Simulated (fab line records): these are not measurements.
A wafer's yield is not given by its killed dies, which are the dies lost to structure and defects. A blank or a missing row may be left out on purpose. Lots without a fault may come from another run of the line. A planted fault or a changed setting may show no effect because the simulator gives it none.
Which tool is to blame? + flow nandHarc + 12 lots, 36 wafers sampled, at 6 steps of a route of 1159

== WHAT EACH GAUGE READ, for each wafer ==
NHARC_P_ZERO_WELL_CD_MEAS_11: target cd 500 nm. Usual: cdNm reads 500.2 nm (standard deviation 2.6).
| lot  | measured    | on       | cdNm (nm)         | flag |
|------|-------------|----------|-------------------|------|
| L821 | day 1 13:16 | cdSem-02 | 501.4 499.8 504.9 |      |
| L823 | day 2 01:14 | cdSem-03 | 501.6 503.2 504.8 |      |
| L825 | day 2 13:14 | cdSem-01 | 496.9 503.6 499.3 |      |
| L826 | day 2 19:08 | cdSem-02 | 499.7 501.2 500.0 |      |
| L829 | day 3 13:14 | cdSem-01 | 499.1 501.1 499.8 |      |
| L831 | day 4 01:08 | cdSem-02 | 504.7 499.9 501.9 |      |
| L834 | day 4 19:14 | cdSem-02 | 495.8 497.4 495.3 |      |
| L838 | day 5 19:07 | cdSem-02 | 500.2 498.8 502.3 |      |
| L841 | day 6 13:08 | cdSem-03 | 498.5 499.5 502.9 |      |
| L842 | day 6 19:07 | cdSem-01 | 498.8 499.7 495.2 |      |
| L843 | day 7 01:07 | cdSem-03 | 498.6 505.9 505.3 |      |
| L844 | day 7 07:07 | cdSem-03 | 499.8 501.8 501.5 |      |

NHARC_P_ZERO_WELL_CD_MEAS_37: target cd 720 nm. Usual: cdNm reads 718.7 nm (standard deviation 2.4).
| lot  | measured    | on       | cdNm (nm)         | flag |
|------|-------------|----------|-------------------|------|
| L821 | day 1 16:15 | cdSem-02 | 719.0 715.6 721.0 |      |
| L823 | day 2 04:10 | cdSem-03 | 718.3 720.5 720.2 |      |
| L825 | day 2 16:06 | cdSem-01 | 721.8 719.8 719.3 |      |
| L826 | day 2 22:04 | cdSem-01 | 720.5 717.1 717.8 |      |
| L829 | day 3 16:14 | cdSem-02 | 716.5 719.6 717.1 |      |
| L831 | day 4 04:10 | cdSem-03 | - - -             | OFF  |
| L834 | day 4 21:59 | cdSem-02 | 720.5 717.1 721.3 |      |
| L838 | day 5 22:07 | cdSem-02 | 718.1 719.3 720.1 |      |
| L841 | day 6 16:02 | cdSem-02 | 720.1 722.6 717.0 |      |
| L842 | day 6 22:13 | cdSem-02 | 716.5 715.2 715.5 |      |
| L843 | day 7 03:50 | cdSem-01 | 713.7 721.0 718.2 |      |
| L844 | day 7 09:59 | cdSem-03 | 717.2 720.0 718.2 |      |

NHARC_END_SORT_01. Usual: killedAtArray 24, standard deviation 8.7; killedAtOther 0.8, standard deviation 1.2; killedAtPeriphery 3.6, standard deviation 2.3; killedDies 28, standard deviation 8.9; killedOpen 3.2, standard deviation 1.9; killedShort 2.0, standard deviation 1.6.
| lot  | measured     | on        | killedAtArray | killedAtOther | killedAtPeriphery | killedDies  | killedOpen | killedShort | flag |
|------|--------------|-----------|---------------|---------------|-------------------|-------------|------------|-------------|------|
| L825 | day 21 00:05 | prober-01 | 10 13 11      | 0 0 1         | 4 4 4             | 14 17 16    | 5 4 4      | 0 1 1       |      |
| L831 | day 21 16:42 | prober-01 | 32 28 39      | 0 0 0         | 645 649 638       | 677 677 677 | 3 4 1      | 0 2 0       | OFF  |
| L842 | day 25 09:14 | prober-02 | 25 15 16      | 3 3 3         | 2 4 3             | 30 22 22    | 4 3 3      | 1 2 0       |      |

== EACH LOT AND THE TOOL THAT RAN IT (in order: tool; ch and the chambers of the sampled wafers; start) ==
| lot  | NHARC_P_ZERO_WELL_ETCH_62                   | NHARC_P_ZERO_WELL_EXPOSE_34     | NHARC_P_STI_DESCUM_14            |
|------|---------------------------------------------|---------------------------------|----------------------------------|
| L821 | rieDiel-01 ch 1,2, day 1 16:06 or earlier   | krfScanner-01 ch 0, day 1 16:06 | rieDiel-11 ch 2,3, day 2 13:38   |
| L823 | rieDiel-09 ch 2,3, day 2 04:01 or earlier   | krfScanner-01 ch 0, day 2 04:01 | rieDiel-08 ch 0,2, day 3 02:52   |
| L825 | rieDiel-07 ch 0,1,2, day 2 15:56 or earlier | krfScanner-01 ch 0, day 2 15:56 | rieDiel-11 ch 0,1,2, day 3 12:41 |
| L826 | rieDiel-09 ch 0,3, day 2 21:54 or earlier   | krfScanner-03 ch 0, day 2 21:54 | rieDiel-11 ch 1,3, day 3 19:23   |
| L829 | rieDiel-07 ch 0,1,2, day 3 16:05 or earlier | krfScanner-03 ch 0, day 3 16:05 | rieDiel-11 ch 1,2,3, day 4 11:11 |
| L831 | rieDiel-07 ch 0,1, day 4 04:01 or earlier   | krfScanner-01 ch 0, day 4 04:01 | -                                |
| L834 | rieDiel-09 ch 0,1,2, day 4 21:50 or earlier | krfScanner-03 ch 0, day 4 21:50 | rieDiel-08 ch 0,1,3, day 5 19:25 |
| L838 | rieDiel-07 ch 2,3, day 5 21:57 or earlier   | krfScanner-01 ch 0, day 5 21:57 | rieDiel-11 ch 0,1,3, day 6 18:38 |
| L841 | rieDiel-01 ch 0,2,3, day 6 15:52 or earlier | krfScanner-01 ch 0, day 6 15:52 | rieDiel-05 ch 1,3, day 7 07:47   |
| L842 | rieDiel-09 ch 1,3, day 6 22:04 or earlier   | krfScanner-04 ch 0, day 6 22:04 | rieDiel-08 ch 0,2, day 7 19:17   |
| L843 | rieDiel-09 ch 1,2, day 7 03:41 or earlier   | krfScanner-04 ch 0, day 7 03:41 | rieDiel-11 ch 0,2,3, day 7 19:28 |
| L844 | rieDiel-07 ch 2,3, day 7 09:50 or earlier   | krfScanner-04 ch 0, day 7 09:50 | rieDiel-05 ch 0,2, day 8 05:13   |
- NHARC_P_ZERO_WELL_ETCH_62: etches the open film in CHF3/Ar, target depth 13 nm, time 6.5 s.
- NHARC_P_ZERO_WELL_EXPOSE_34: exposes mask P PWELL, target cd 720 nm.
- NHARC_P_STI_DESCUM_14: chemistry O2, time 3 s.

== AS READ BY THE TOOLS THEMSELVES (means over the sampled wafers that have a number; for cases with no such wafer, the mark the record gives instead) ==
NHARC_P_ZERO_WELL_ETCH_62. Usual: drypumpMotorCurrentA 5.84 A, standard deviation 0.29; oesProductAu 0.966 a.u., standard deviation 0.018; rfVppV 370.7 V, standard deviation 2.5; showerheadPlenumPTorr 2.35 Torr, standard deviation 0.11; throttleValvePct 20.216 %, standard deviation 0.0099.
| lot  | tool       | drypumpMotorCurrentA (A) | oesProductAu (a.u.) | rfVppV (V) | showerheadPlenumPTorr (Torr) | throttleValvePct (%) | flag |
|------|------------|--------------------------|---------------------|------------|------------------------------|----------------------|------|
| L821 | rieDiel-01 | 5.63                     | 0.961               | 372.7      | 2.43                         | 20.214               |      |
| L823 | rieDiel-09 | 5.59                     | 0.972               | 371.5      | 2.36                         | 20.212               |      |
| L825 | rieDiel-07 | 5.90                     | 0.971               | 371.0      | 2.33                         | 20.206               |      |
| L826 | rieDiel-09 | 5.64                     | 0.960               | 373.7      | 2.52                         | 20.218               |      |
| L829 | rieDiel-07 | 5.90                     | 0.976               | 369.6      | 2.32                         | 20.219               |      |
| L831 | rieDiel-07 | 5.87                     | 0.970               | 370.0      | 2.29                         | 20.230               |      |
| L834 | rieDiel-09 | 5.72                     | 0.981               | 370.9      | 2.35                         | 20.210               |      |
| L838 | rieDiel-07 | 6.22                     | 0.951               | 368.3      | 2.25                         | 20.214               |      |
| L841 | rieDiel-01 | 5.98                     | 0.965               | 372.3      | 2.42                         | 20.213               |      |
| L842 | rieDiel-09 | 5.41                     | 0.975               | 372.5      | 2.43                         | 20.214               |      |
| L843 | rieDiel-09 | 5.68                     | 0.971               | 367.9      | 2.27                         | 20.212               |      |
| L844 | rieDiel-07 | 6.21                     | 0.972               | 368.8      | 2.25                         | 20.211               |      |

NHARC_P_STI_DESCUM_14. Usual: drypumpMotorCurrentA 5.8 A, standard deviation 0.46; o2FlowSccm 200.1 sccm, standard deviation 0.6; oesProductAu 1.000 a.u., standard deviation 0.012; rfVppV 57.7 V, standard deviation 0.85; showerheadPlenumPTorr 1.92 Torr, standard deviation 0.09; throttleValvePct 11.311 %, standard deviation 0.0091.
| lot  | tool       | drypumpMotorCurrentA (A) | o2FlowSccm (sccm) | oesProductAu (a.u.) | rfVppV (V) | showerheadPlenumPTorr (Torr) | throttleValvePct (%) | flag |
|------|------------|--------------------------|-------------------|---------------------|------------|------------------------------|----------------------|------|
| L821 | rieDiel-11 | 5.5                      | 200.3             | 1.015               | 57.1       | 1.89                         | 11.312               |      |
| L823 | rieDiel-08 | 5.7                      | 200.5             | 0.991               | 58.0       | 1.89                         | 11.312               |      |
| L825 | rieDiel-11 | 5.7                      | 199.8             | 1.006               | 57.0       | 1.88                         | 11.309               |      |
| L826 | rieDiel-11 | 5.8                      | 200.5             | 1.001               | 58.2       | 1.98                         | 11.310               |      |
| L829 | rieDiel-11 | 5.7                      | 199.7             | 1.000               | 58.7       | 1.93                         | 11.313               |      |
| L834 | rieDiel-08 | 6.0                      | 199.8             | 0.988               | 57.5       | 1.95                         | 11.315               |      |
| L838 | rieDiel-11 | 5.7                      | 200.8             | 0.998               | 56.9       | 1.94                         | 11.314               |      |
| L841 | rieDiel-05 | 6.2                      | 199.7             | 0.988               | 58.2       | 1.98                         | 11.316               |      |
| L842 | rieDiel-08 | 5.9                      | 200.2             | 1.006               | 57.3       | 1.97                         | 11.307               |      |
| L843 | rieDiel-11 | 5.6                      | 199.8             | 0.998               | 57.7       | 1.90                         | 11.305               |      |
| L844 | rieDiel-05 | 5.7                      | 199.6             | 0.998               | 57.3       | 1.80                         | 11.317               |      |

== THE ANSWER, worked out from the rows above alone ==
Rule: a lot counts as off when the mean over its wafers that have a number is more than 3 standard deviations away from the usual mean. Also off: a lot with no number at a reading for which 4 or more lots have one. Any other lot the step has rows for is counted as sound. The gauges are gone through in route order, then the tools' own readings, and for those a lot's mean is taken as printed above. At the first step where some lot is off, the reading lying furthest off is the one used; lots without a number count as furthest.
Off: L831, at NHARC_P_ZERO_WELL_CD_MEAS_37 (cdNm). Without a number there: L831.
A tool fits if, at a process step before that reading, it ran every lot that is off, and no sound lot after the first of them. The gauges at NHARC_P_ZERO_WELL_CD_MEAS_37 aren't tried: what is off there is off at NHARC_END_SORT_01 too, on other tools, and a gauge's error can't cause that. With no start given for some of its lots, NHARC_P_ZERO_WELL_ETCH_62 uses the hours and lot order of NHARC_P_ZERO_WELL_EXPOSE_34. Of those tried, none fits.

== WHAT WAS PUT IN BY THE SIMULATOR ==
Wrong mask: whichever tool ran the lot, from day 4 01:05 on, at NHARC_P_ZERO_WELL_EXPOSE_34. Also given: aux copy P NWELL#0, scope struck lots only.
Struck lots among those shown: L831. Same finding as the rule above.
